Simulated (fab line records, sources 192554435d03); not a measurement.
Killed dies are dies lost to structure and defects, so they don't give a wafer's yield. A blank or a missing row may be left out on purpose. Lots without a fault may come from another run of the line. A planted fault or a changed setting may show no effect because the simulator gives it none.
fab line records | flow n5_finfet
record lots=5 wafers=15 last_day=18
route steps=1938 shown BEOL_M13@1698 BEOL_M14@1716 PASSIVATION@1936
lots that met no fault: from a run of the same line without faults
start_h: hours from the record's first day to the start of the lot's first wafer shown | wait_h: hours since the lot's step before | " the same as in the row above | L1.1+2: a row that stands for several wafers | - no value, or no start given | * or withheld: withheld | < > ~ a bound
route shown NAME@n: a module of which the file shows steps, and the number in the route of the first | usual: mean/standard deviation of fault-free wafers | same: alike in all rows | chamber/n: place in a boat | sites: the reading at each site | _std_site: their standard deviation | _edge_site: outer sites' mean less inner sites' | radius_mm: how far each site lies from the wafer's centre | mask NAME#n: copy n | behind: the tool/chamber that last shaped the wafer | hold: why the lot was held/for how many hours/how that ended | device: the transistor (n, p or np) that didn't switch | end of line: the same wafers' tests at the end of the route | a step without rows: its recipe alone | killed: dies lost to structure and defects at the first sort, not the wafer's yield | map: a wafer's dies, x killed, . not, _ none there
set.NAME: the setting as run; set.NAME@STEP: as run at that earlier step | model.NAME: the simulator's own value behind a step, which no gauge read
lots at some steps of the route; a table a step, a row a wafer
services: from which hour (start_h, from the record's first day; less than 0 if before it) a tool's chamber was out of use, for how many hours, and why
## steps
# step N5_BEOL_M13_OCD_MEAS_35
# usual trench_depth_nm=412/7.4
# columns lot.wafer tool chamber start_h wait_h trench_depth_nm
L208.2 ocd-01 - 286.66 0.0 417
L208.3 " - " " 416
L208.6 " - " " 421
L210.3 ocd-02 - 314.19 0.0 415
L210.5 " - " " 414
L210.6 " - " " 412
L212.1 ocd-02 - 323.42 0.0 413
L212.2 " - " " 418
L212.4 " - " " 420
L216.1 ocd-02 - 375.37 0.0 422
L216.4 " - " " 418
L216.6 " - " " 423
L221.1 ocd-01 - 393.95 0.0 414
L221.3 " - " " 423
L221.5 " - " " 411
# step N5_BEOL_M13_STRIP_37
# recipe chemistry=N2/H2 power_w=1000 temp_c=250 h2_frac=0.65 overash_fraction=0.3 pressure_mtorr=withheld n2_flow_sccm=1750 h2_flow_sccm=3250
# step N5_BEOL_M13_ETCH_38
# recipe chemistry=CF4/N2 target=SiCN target_depth_a=675 taper_deg=2 time_s=71.9 ion_energy_ev=150 mask_material=SiO2 pressure_mtorr=40 source_w=430 bias_w=70 Ar_flow_sccm=100 cf4_flow_sccm=60 n2_flow_sccm=60
# usual drypump_motor_current_A=5.6/0.5 oes_product_au=0.81/0.11 rf_vpp_V=382.5/2.1 showerhead_plenum_p_Torr=2.22/0.075 throttle_valve_pct=15.28/0.28
# columns lot.wafer tool chamber start_h wait_h drypump_motor_current_A oes_product_au rf_hours_counter_h rf_vpp_V showerhead_plenum_p_Torr throttle_valve_pct
L208.2 rie_diel-03 3 288.34 - 5.2 0.78 85 383.2 2.24 15.29
L208.3 " 1 " " 6.4 0.88 25 381.8 2.16 14.93
L208.6 " 2 " " 5.6 0.92 - 384.1 2.25 14.97
L210.3 rie_diel-05 3 316.74 - 4.9 0.95 6 383.0 2.25 15.03
L210.5 " 3 " " 5.0 0.95 - 383.7 2.25 15.06
L210.6 " 0 " " 5.5 0.90 - 381.1 2.15 15.31
L212.1 rie_diel-02 1 326.10 - 6.4 0.73 170 379.3 2.12 15.65
L212.2 " 3 " " 6.0 0.69 236 378.3 2.10 15.64
L212.4 " 2 " " 5.5 0.68 233 384.6 2.25 15.35
L216.1 rie_diel-02 3 375.51 - 6.0 0.69 253 378.4 2.09 15.68
L216.4 " 1 " " 6.4 0.71 - 379.5 2.11 15.69
L216.6 " 2 " " 5.6 0.67 - 382.0 2.25 15.39
L221.1 rie_diel-03 1 395.48 - 6.4 0.84 61 379.8 2.14 14.99
L221.3 " 0 " " 5.1 0.99 7 383.3 2.25 15.04
L221.5 " 0 " " 5.1 0.98 - 383.0 2.25 15.05
# step N5_BEOL_M13_PRECLEAN_39
# recipe chemistry=residue_remover time_s=60 temp_c=40
# step N5_BEOL_M13_SRD_40
# recipe time_s=30 temp_c=23 rinse_liquid=diw dry=n2_spin spin_rpm=1500 dry_time_s=30
# step N5_BEOL_M13_DEGAS_41
# recipe ambient=vacuum temp_c=250 time_s=60
# usual heater_power_w=337/34
# columns lot.wafer tool chamber start_h wait_h heater_power_w
L208.2 pvd_sputter-02 - 288.74 0.2 318
L208.3 " - " " 356
L208.6 " - " " 312
L210.3 pvd_sputter-03 - 317.45 0.5 398
L210.5 " - " " 334
L210.6 " - " " 391
L212.1 pvd_sputter-03 - 326.73 0.5 308
L212.2 " - " " 328
L212.4 " - " " 316
L216.1 pvd_sputter-01 - 378.05 2.4 337
L216.4 " - " " 349
L216.6 " - " " 286
L221.1 pvd_sputter-03 - 397.36 1.7 321
L221.3 " - " " 302
L221.5 " - " " 322
# step N5_BEOL_M13_PRE_CLEAN_42
# recipe gas=H2/He time_s=30 temp_c=250
# step N5_BEOL_M13_SPUTTER_43
# recipe material=TaN target_thk_a=150 temp_c=50 bias_v=168.6 power_w=15000 chamber_pressure_pa=0.12 time_s=24.19
# step N5_BEOL_M13_SPUTTER_44
# recipe material=Ta target_thk_a=100 temp_c=50 bias_v=80 power_w=15000 chamber_pressure_pa=0.07 time_s=16.13
# usual cathode_dc_power_W=15000/2.5 throttle_valve_pct=29.7/0.71
# columns lot.wafer tool chamber start_h wait_h cathode_dc_power_W throttle_valve_pct
L208.2 pvd_sputter-02 - 288.90 0.0 15002 29.8
L208.3 " - " " 15002 28.8
L208.6 " - " " 14999 29.9
L210.3 pvd_sputter-03 - 317.61 0.0 14995 30.0
L210.5 " - " " 15000 29.4
L210.6 " - " " 15000 29.9
L212.1 pvd_sputter-03 - 326.89 0.0 15000 30.9
L212.2 " - " " 15002 29.4
L212.4 " - " " 14999 29.1
L216.1 pvd_sputter-01 - 378.21 0.0 15008 31.4
L216.4 " - " " 15002 29.9
L216.6 " - " " 15000 30.1
L221.1 pvd_sputter-03 - 397.52 0.0 15003 29.0
L221.3 " - " " 15002 30.9
L221.5 " - " " 15000 29.2
# step N5_BEOL_M13_SPUTTER_45
# recipe material=Cu target_thk_a=800 temp_c=-20 bias_v=60 power_w=26000 chamber_pressure_pa=0.13 time_s=13.33
# usual cathode_dc_power_W=26000/4.8 throttle_valve_pct=29.8/0.69
# columns lot.wafer tool chamber start_h wait_h cathode_dc_power_W throttle_valve_pct
L208.2 pvd_sputter-02 - 288.98 0.0 26000 29.7
L208.3 " - " " 26000 28.9
L208.6 " - " " 25998 29.8
L210.3 pvd_sputter-03 - 317.69 0.0 26004 30.0
L210.5 " - " " 25988 29.2
L210.6 " - " " 26001 29.8
L212.1 pvd_sputter-03 - 326.97 0.0 26002 30.8
L212.2 " - " " 25995 29.3
L212.4 " - " " 26002 29.2
L216.1 pvd_sputter-01 - 378.29 0.0 25993 31.0
L216.4 " - " " 26003 30.1
L216.6 " - " " 26001 30.1
L221.1 pvd_sputter-03 - 397.60 0.0 26002 29.1
L221.3 " - " " 25995 30.6
L221.5 " - " " 26008 29.1
# step N5_BEOL_M13_ECD_47
# recipe material=Cu target_thk_a=9360
# step N5_BEOL_M13_ANNEAL_48
# recipe temp_c=225 time_s=90 ambient=N2
# usual anneal_temp_c=225.01/0.16 wafer_temp_C_max=226.2/0.34
# columns lot.wafer tool chamber start_h wait_h anneal_temp_c wafer_temp_C_max
L208.2 rtp_anneal-01 0 289.31 0.2 224.73 226.1
L208.3 " 0 " " 224.92 226.2
L208.6 " 0 " " 224.88 226.3
L210.3 rtp_anneal-02 0 318.06 0.2 225.13 226.4
L210.5 " 0 " " 224.94 226.2
L210.6 " 0 " " 225.02 226.5
L212.1 rtp_anneal-02 0 328.67 1.5 224.64 226.5
L212.2 " 0 " " 225.17 226.6
L212.4 " 0 " " 225.26 226.8
L216.1 rtp_anneal-01 0 378.58 0.1 224.88 226.3
L216.4 " 0 " " 225.13 226.4
L216.6 " 0 " " 225.11 226.8
L221.1 rtp_anneal-01 0 397.88 0.1 224.93 226.2
L221.3 " 0 " " 225.09 226.0
L221.5 " 0 " " 225.18 225.9
# step N5_BEOL_M13_CMP_49
# recipe stop_on=SiOC t_overpolish_s=17.1 down_force_psi=1 platen_rpm=50 clearing_platen_down_force_psi=1.5 clearing_platen_rpm=50 post_cmp_clean=cu_alkaline target_thk_nm=420 clearing_platen_pad_velocity_m_s=0.99484 pad_velocity_m_s=0.99484
# usual barrier_field_endpoint_s=30.2/0.74 clearing_platen_down_force_psi=1.500/0.0031 motor_current_A=6.0/0.48 overpolish_run_s=17.100/0.0094
# columns lot.wafer tool chamber start_h wait_h barrier_field_endpoint_s clearing_platen_down_force_psi motor_current_A overpolish_run_s
L208.3 cmp-02 2 289.64 0.2 30.3 1.500 6.0 17.107
L208.2 " 3 " " 28.8 1.498 6.7 17.102
L208.6 " 0 " " 29.6 1.498 6.3 17.095
L210.3 cmp-03 1 318.38 0.3 29.8 1.496 5.5 17.100
L210.6 " 2 " " 29.4 1.500 6.2 17.099
L210.5 " 3 " " 30.5 1.506 6.5 17.094
L212.1 cmp-04 2 329.00 0.3 30.7 1.497 5.7 17.110
L212.4 " 3 " " 30.7 1.496 5.6 17.103
L212.2 " 0 " " 30.3 1.499 5.2 17.100
L216.4 cmp-02 1 378.93 0.2 30.3 1.502 5.3 17.090
L216.1 " 2 " " 30.7 1.499 5.8 17.101
L216.6 " 1 " " 30.9 1.506 5.4 17.094
L221.1 cmp-03 2 398.21 0.3 29.9 1.498 6.2 17.098
L221.3 " 0 " " 31.0 1.499 6.8 17.107
L221.5 " 2 " " 29.3 1.501 6.3 17.109
# step N5_BEOL_M13_PRE_CLEAN_52
# recipe gas=NH3 time_s=15 temp_c=withheld rf_power_w=300
# step N5_BEOL_M13_DEP_53
# recipe material=SiCN target_thk_a=500 temp_c=withheld precursor=3MS/NH3 pressure_torr=3 rf_w=675 time_s=17.8
# step N5_BEOL_M13_INSPECT_55
# recipe inspect_instrument=darkfield mode=post_dep
# usual raw_defect_count=73/26
# columns lot.wafer tool chamber start_h wait_h raw_defect_count
L208.2 defect_inspect-01 - 290.01 0.0 70
L208.3 " - " " 67
L208.6 " - " " 120
L210.3 defect_inspect-01 - 318.72 0.0 114
L210.5 " - " " 122
L210.6 " - " " 68
L212.1 defect_inspect-01 - 329.42 0.0 66
L212.2 " - " " 100
L212.4 " - " " 72
L216.1 defect_inspect-01 - 379.35 0.0 80
L216.4 " - " " 91
L216.6 " - " " 86
L221.1 defect_inspect-01 - 398.62 0.0 1176
L221.3 " - " " 1170
L221.5 " - " " 1189
# step N5_BEOL_M14_ILD_DEP_00
# recipe material=SiO2 target_thk_a=11193 temp_c=400 precursor=TEOS/O2 pressure_torr=6.5 rf_w=900 teos_flow_sccm=161.4 gas=O2 flow_sccm=2650 time_s=237.4
# step N5_PASSIVATION_PROBE_49
# usual defect_limited_yield=91.3/1.4 killed_at_M0_to_M3=34/10 killed_at_M4_up=14/5.5 killed_at_contacts=12/6 killed_at_front_end=40/10 killed_at_other=3.0/2.4 killed_dies=103/17 killed_on_rim=13/4.3 killed_open=68/13 killed_short=34/7.8 sort_bin_5_function=5.1/0.97 sort_bin_6_memory=3.3/0.66 sort_n_pass=1077/17 sort_yield_pct=91.2/1.4
# same gross_dies=1180 killed_at_back_side=0 sort_bin_4_leakage[%]=0 sort_bin_8_speed[%]=0
# columns lot.wafer tool chamber start_h wait_h defect_limited_yield[%] killed_at_M0_to_M3 killed_at_M4_up killed_at_contacts killed_at_front_end killed_at_other killed_dies killed_on_rim killed_open killed_short sort_bin_5_function[%] sort_bin_6_memory[%] sort_n_pass sort_yield_pct[%]
L210.3 prober-02 - 347.68 0.1 93.1 28 15 7 30 1 81 13 54 27 4.1 2.5 1099 93.1
L210.5 prober-02 - 347.78 0.2 90.6 28 12 7 62 2 111 10 65 42 6.4 2.6 1069 90.6
L210.6 prober-02 - 347.83 0.3 91.4 31 15 10 46 0 102 9 69 32 5.6 2.7 1078 91.4
L212.1 prober-01 - 356.61 0.0 91.6 35 14 16 29 5 99 10 75 24 4.5 3.6 1081 91.6
L212.2 prober-01 - 356.66 0.1 90.0 38 13 19 45 3 118 17 79 38 5.6 4.2 1062 90.0
L212.4 prober-01 - 356.76 0.2 89.5 42 8 15 49 10 124 13 73 47 6.8 3.3 1056 89.5
L216.1 prober-02 - 404.41 0.0 92.4 29 9 3 45 4 90 12 61 28 4.8 2.7 1090 92.4
L216.4 prober-02 - 404.56 0.2 92.4 32 13 11 32 2 90 13 57 31 4.2 3.3 1090 92.4
L216.6 prober-02 - 404.66 0.3 93.3 25 12 5 34 3 79 13 46 33 3.8 2.5 1101 93.3
L221.1 prober-02 - 434.67 0.0 38.2 16 670 12 24 7 729 88 43 30 40.6 15.8 451 38.2
L221.3 prober-02 - 434.77 0.1 38.3 13 692 7 12 4 728 93 25 18 40.9 16.9 452 38.3
L221.5 prober-02 - 434.87 0.2 38.6 25 672 6 19 2 724 93 30 34 41.4 15.8 456 38.6
# killed by level:class
L210.3 BEOL_M2:geometric_particle:open=11 MOL_CONTACT_COAG:geometric_particle:open=6 DUMMY_GATE:geometric_particle:open=6 BEOL_M0_SAQP:geometric_particle:open=6 FIN_SAQP:geometric_particle:short=5 BEOL_M4:geometric_particle:open=5 STARTING-WAFER:geometric_particle:short=4 BEOL_M3:geometric_particle:open=4
L210.5 STI_FIN_REVEAL:geometric_particle:open=23 BEOL_M0_SAQP:geometric_particle:short=10 FIN_SAQP:geometric_particle:short=7 GATE_CUT:geometric_particle:short=6 MOL_CONTACT_COAG:geometric_particle:open=6 BEOL_M1:geometric_particle:open=6 BEOL_M4:geometric_particle:open=6 STI_FIN_REVEAL:geometric_particle:short=5
L210.6 STI_FIN_REVEAL:geometric_particle:open=11 BEOL_M0_SAQP:geometric_particle:short=9 DUMMY_GATE:geometric_particle:open=8 MOL_CONTACT_COAG:geometric_particle:open=8 BEOL_M0_SAQP:geometric_particle:open=7 BEOL_M1:geometric_particle:open=6 BEOL_M4:geometric_particle:open=6 STARTING-WAFER:geometric_particle:open=6
L212.1 MOL_CONTACT_COAG:geometric_particle:open=13 BEOL_M0_SAQP:geometric_particle:open=10 FIN_SAQP:geometric_particle:open=7 BEOL_M3:geometric_particle:open=7 BEOL_M4:geometric_particle:open=6 STI_FIN_REVEAL:geometric_particle:open=5 BEOL_M0_SAQP:geometric_particle:short=5 STARTING-WAFER:geometric_particle:open=5
L212.2 MOL_CONTACT_COAG:geometric_particle:open=16 FIN_SAQP:geometric_particle:open=11 FIN_SAQP:geometric_particle:short=11 BEOL_M0_SAQP:geometric_particle:open=10 BEOL_M2:geometric_particle:open=9 BEOL_M1:geometric_particle:open=7 BEOL_M1:geometric_particle:short=5 STARTING-WAFER:geometric_particle:open=5
L212.4 MOL_CONTACT_COAG:geometric_particle:open=13 FIN_SAQP:geometric_particle:open=11 FIN_SAQP:geometric_particle:short=9 GATE_CUT:geometric_particle:short=9 BEOL_M2:geometric_particle:open=9 BEOL_M3:geometric_particle:open=7 BEOL_M0_SAQP:geometric_particle:open=6 BEOL_M0_SAQP:geometric_particle:short=6
L216.1 STI_FIN_REVEAL:geometric_particle:open=11 BEOL_M3:geometric_particle:open=9 FIN_SAQP:geometric_particle:short=7 FIN_SAQP:geometric_particle:open=7 BEOL_M0_SAQP:geometric_particle:open=7 STI_FIN_REVEAL:geometric_particle:short=6 BEOL_M0_SAQP:geometric_particle:short=6 DUMMY_GATE:geometric_particle:open=4
L216.4 MOL_CONTACT_COAG:geometric_particle:open=9 BEOL_M4:geometric_particle:open=9 STI_FIN_REVEAL:geometric_particle:open=8 FIN_SAQP:geometric_particle:short=7 BEOL_M1:geometric_particle:open=7 BEOL_M0_SAQP:geometric_particle:short=6 BEOL_M3:geometric_particle:open=6 FIN_SAQP:geometric_particle:open=3
L216.6 BEOL_M0_SAQP:geometric_particle:short=11 DUMMY_GATE:geometric_particle:open=7 BEOL_M4:geometric_particle:open=6 BEOL_M0_SAQP:geometric_particle:open=5 STARTING-WAFER:geometric_particle:short=5 GATE_CUT:geometric_particle:open=4 GATE_CUT:geometric_particle:short=4 MOL_CONTACT_COAG:geometric_particle:open=4
L221.1 BEOL_M13:unspecified=655 MOL_CONTACT_COAG:geometric_particle:open=9 FIN_SAQP:geometric_particle:short=8 BEOL_M3:geometric_particle:open=7 BEOL_M4:geometric_particle:open=5 GATE_CUT:geometric_particle:short=4 BEOL_M3:geometric_particle:short=3 MOL_CONTACT_COAG:geometric_particle:short=3
L221.3 BEOL_M13:unspecified=685 MOL_CONTACT_COAG:geometric_particle:open=6 BEOL_M4:geometric_particle:open=4 FIN_SAQP:geometric_particle:open=3 FIN_SAQP:geometric_particle:short=3 BEOL_M0_SAQP:geometric_particle:open=3 BEOL_M0_SAQP:geometric_particle:short=3 GATE_CUT:geometric_particle:short=2
L221.5 BEOL_M13:unspecified=657 BEOL_M0_SAQP:geometric_particle:short=11 BEOL_M2:geometric_particle:open=6 GATE_CUT:geometric_particle:short=5 BEOL_M4:geometric_particle:short=5 MOL_CONTACT_COAG:geometric_particle:open=4 FIN_SAQP:geometric_particle:open=3 GATE_CUT:geometric_particle:open=3
# map L221.1 (x killed, . not)
_________________x.x.x.x..xxx________________
______________..xxx.xxxxxxx.xx.._____________
___________xx..x.xxx..xxxx...x.xxxx__________
__________.xxxx.xxxxxx.x.x..x..x..x._________
________..x..xxxxx.....xxxx.xx.x.x.x.x_______
_______xx...xx..xxx.xxx.xxxxxx....x..xx______
______x...x..xxxx.xxxxxxx....xxxxxx.x.x._____
_____.x..xxx.x.xxxxxxx.xx...xxxxx.x.xx.xx____
____.xxx...x..xxxx...xxx..xxx..x.xx.x.xx.x___
___x.xx.x.xx.x.x.xxxxxxxxxxxxxxxxxx..xx..x.__
___..x.xxx.xxx.xxxx.xxxxxxxxxx.xx.x..x.xxxx__
__.x.xxxxx.x.xxxxx...xx.x.xx.x....xx.....x.x_
__.xxxxxx.xxx..x....xx.x..xxx...xx.xx.x.x.xx_
_xxxxxx...x.x.x.x.x.xxxxx.x.xxxxxx.x.x..xx.xx
_xx..xx.xx....xx..xxxxx.xx.x..xx..x.xxxxxxxxx
_x..xx.xxxxx.x...x.xxxxxxx..xxx..xx.xxxx.x...
_xxx..xxx.xxxxxxxxx..x..x.x.x.xx.x..xxxxx..xx
_.x...x.x..xxxx..x.x..xxx.x.xx.xxxxxxxx.xx...
_.xxxxxxxx.x.xx.x.xx..x.xxx.xxxx.xxxxxx.xxxxx
_.x..x.xx..xxx.x..xx.....x.xxx.x..x.xx.xxxxxx
_.xx.xxxx.xxxxxxxx.xxxxxxx......xxxx.x..x.xx.
__xxxxxxxx.xx.xxxx...x.xx..xxxxxxxx.x...xxxx_
__x.x...x...xx.x.xx.xxx.xxxxxxx..x.xx.xxxx.x_
___...x..x.xx..x.xxx.xxx..xxxx..xxxxx....xx__
___.x.xxxx.xxx.xxxx...xx.....x..x.xxxxxxxx.__
____xx.xx.x.xx.xx.xx.x.xxx..x...x.xxxx.x.x___
_____..x.xx.xxxx.x.xxx.x.x..xx.x.x.x.xxx.____
______x..x.xx...x.x.xxxx..xxx.x.xx......_____
_______x..xx.x.xxx..xxxx.x.x.xx.xxx.x..______
________.x..xx.x......x...xx..x..xxxx._______
__________xxxxxxxx.xx..x.xxxx....xxx_________
___________..x.xxxxxxxxxxxxxxxxx.x.__________
______________x.x.x..xxxxxxxxxxx_____________
_________________xx.x.xxx...x________________
# map L210.5 (x killed, . not)
_________________......x.....________________
______________.x......xx........_____________
___________......x.................__________
__________.x...x..xx.x.....x.x......_________
________........x......x.........x...._______
_______................................______
______.......x..x.....x.............x..x_____
_____.......................x...x........____
____..x........x..x........x...x..........___
___....x.x.............xx......x...........__
___....x........................x..........__
__x.........................xx..........x..._
__......................x......x............_
_.............x..x...........................
_.....x.x........xx.x...x....x......x..x....x
_.................x......x.......x...........
_xx.........x...x.x.....................x....
_.................x.x.............x.x......x.
_...x......................x.................
_...........xx....................x........x.
_..............x...x..x................x.....
__......................................xx.._
__....x.........x...x...xxx................._
___....x...................x...............__
___................x...........x...........__
____.............xx.....x.....x...........___
_____.................x..x.x......x..x...____
______.....x...........x......x........._____
_______...............x.............x..______
________...........x.................._______
__________.................x........_________
___________...........x......x.....__________
______________..........x..x.x.._____________
_________________.xx.........________________
## services
# columns tool chamber start_h hours kind
rie_diel-05 1 270.40 3.0 repair
rie_diel-02 0 274.42 7.1 repair
cmp-02 - 293.20 6.2 repair
cmp-02 - 315.41 6.9 repair
rtp_anneal-01 - 324.70 5.2 pm
rie_diel-05 1 330.57 3.3 repair
rie_diel-03 2 333.39 19.1 repair
rie_diel-05 - 333.75 0.4 repair
cmp-03 - 340.37 1.7 repair
pvd_sputter-01 - 344.74 1.6 repair
rie_diel-02 0 350.54 31.6 repair
cmp-04 - 350.63 4.0 pm
pvd_sputter-02 - 351.20 11.7 repair
rie_diel-03 0 358.36 - clean
rie_diel-03 0 358.36 - consumable_replace:focus_ring
rie_diel-03 0 358.36 16.2 scheduled_down
rie_diel-03 0 358.36 16.2 vent_cycle
cmp-04 - 364.37 3.9 pm
cmp-02 - 373.95 0.8 repair
pvd_sputter-03 - 378.22 3.7 repair
rie_diel-02 3 382.39 - clean
rie_diel-05 - 385.81 4.3 pm
rie_diel-03 - 388.37 4.3 pm
rie_diel-05 3 390.15 6.0 repair
## key
first_sign step=N5_BEOL_M13_INSPECT_55 reading=raw_defect_count direction=up sigmas=43 usual=73 struck=1178
effect step=N5_PASSIVATION_PROBE_49 reading=killed_at_M4_up direction=up sigmas=99+ usual=14 struck=678
more_kills_born_at N5_BEOL_M13_CMP_49@cmp-03=1997
met_at N5_BEOL_M13_CMP_49
struck_wafers L221.1,L221.3,L221.5
onset_between 318.38 398.21
also_fits time
fault kind=chamber_particle_source tool=cmp-03 chamber=- onset_h=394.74 steps=N5_BEOL_M13_CMP_49 rate_per_visit_cm2=1.7018 end_h=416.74
